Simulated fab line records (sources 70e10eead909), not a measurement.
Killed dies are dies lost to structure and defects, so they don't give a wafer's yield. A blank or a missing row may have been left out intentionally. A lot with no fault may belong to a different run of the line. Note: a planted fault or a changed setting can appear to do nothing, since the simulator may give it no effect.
The tool behind it: which one? :: flow nandHarc :: route of 1302 steps, sampled at 1 step: 7 lots, 20 wafers

WHAT EACH GAUGE READ, for each wafer
NHARC_A_SOURCE_PLATE_INSPECT_08.
lot: L118
measured: day 8 06:58
on: defectInspect-01
rawDefectCount: 128 112 90

lot: L121
measured: day 9 05:22
on: defectInspect-02
rawDefectCount: 17 35 76

lot: L123
measured: day 10 07:34
on: defectInspect-02
rawDefectCount: 49 55 72

lot: L126
measured: day 11 14:55
on: defectInspect-02
rawDefectCount: 98 59 61

lot: L132
measured: day 14 07:27
on: defectInspect-02
rawDefectCount: 39 59

lot: L137
measured: day 15 22:00
on: defectInspect-02
rawDefectCount: 60 84 113

lot: L140
measured: day 17 08:48
on: defectInspect-02
rawDefectCount: 50 38 73

WHAT TOOL EACH LOT RAN ON (gives the tool, then ch and the chambers of the sampled wafers, and finally the start)
The record shows no process step preceding these readings.

THE ANSWER, worked out from the rows above alone
Rule: usual is defined by the lots themselves. The widest of any qualifying gaps counts: lots, ordered by their means at a reading, are off when they make up no more than a third of the lots, leave a main group of 4 or more, and stand apart from it by 3 or more times the standard deviation of that group's means. A main group is skipped when, at the precision printed for the reading in the tables above, its means are all equal. Also off: a lot with no number at a reading for which 4 or more lots have one. Where the step has rows for the other lots, those lots are counted as sound.
No lot is off on any of the readings shown, so nothing can be concluded from this.

WHAT THE SIMULATOR PUT IN
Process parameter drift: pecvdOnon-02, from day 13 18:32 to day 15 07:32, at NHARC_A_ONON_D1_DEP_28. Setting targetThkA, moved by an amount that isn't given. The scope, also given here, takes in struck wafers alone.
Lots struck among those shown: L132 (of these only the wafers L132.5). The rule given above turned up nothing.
